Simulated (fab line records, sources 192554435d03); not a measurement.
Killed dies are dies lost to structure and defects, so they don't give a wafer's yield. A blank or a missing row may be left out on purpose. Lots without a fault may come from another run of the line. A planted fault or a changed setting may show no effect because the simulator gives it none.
Chamber matching | flow n5_finfet | N5_MOL_CONTACT_COAG_ETCH_67 on rie_diel-06: 4 sister chambers
The step etches SOC in N2/H2, target depth 60 nm, overetch 21 nm, time 101.2 s. 8 wafers are shown with their chamber, then 10 later ones without.

WAFERS WITH THEIR CHAMBER
wafer  | chamber | throttle_valve_pct (%) | showerhead_plenum_p_Torr (Torr)
L077.5 | 0       | 18.19                  | 2.41
L084.5 | 2       | 17.99                  | 2.58
L084.6 | 1       | 17.58                  | 2.55
L087.2 | 2       | 17.99                  | 2.58
L087.3 | 3       | 17.43                  | 2.49
L087.5 | 0       | 17.71                  | 2.72
L090.1 | 3       | 17.43                  | 2.49
L090.3 | 1       | 17.58                  | 2.55

WAFERS WITHOUT THEIR CHAMBER
wafer  | throttle_valve_pct (%) | showerhead_plenum_p_Torr (Torr)
L090.4 | 17.74                  | 2.72
L093.1 | 17.73                  | 2.71
L093.4 | 17.45                  | 2.49
L093.5 | 17.74                  | 2.71
L095.2 | 17.73                  | 2.71
L095.3 | 18.03                  | 2.58
L095.4 | 17.44                  | 2.49
L097.1 | 18.03                  | 2.57
L097.5 | 18.03                  | 2.58
L097.6 | 17.61                  | 2.54

WHICH CHAMBER EACH WENT THROUGH
wafer  | from the rows above               | in truth
L090.4 | can't be placed: 1 or 0 or 2 or 3 | 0
L093.1 | can't be placed: 1 or 0 or 2 or 3 | 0
L093.4 | can't be placed: 3 or 1           | 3
L093.5 | can't be placed: 1 or 0 or 2 or 3 | 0
L095.2 | can't be placed: 1 or 0 or 2 or 3 | 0
L095.3 | can't be placed: 2 or 0           | 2
L095.4 | can't be placed: 3 or 1           | 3
L097.1 | can't be placed: 2 or 0           | 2
L097.5 | can't be placed: 2 or 0           | 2
L097.6 | can't be placed: 1 or 3 or 0      | 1
Placed correctly: 0 of 10. Can't be placed from these rows: 10 (the true chamber is among the candidates in 10). Placed wrongly: 0.
How it was worked out, from the rows above alone: a wafer's distance from a chamber is the root of the sum, over the readings, of the square of ((its reading less the chamber's mean) divided by the reading's scatter). The wafer belongs to the nearest chamber; if the next one is less than 2 further off, it can't be placed. A chamber's mean is the mean of its shown wafers. The scatter: the root of (the sum of the squares of (reading less its chamber's mean) over the shown wafers, divided by (wafers less chambers)).
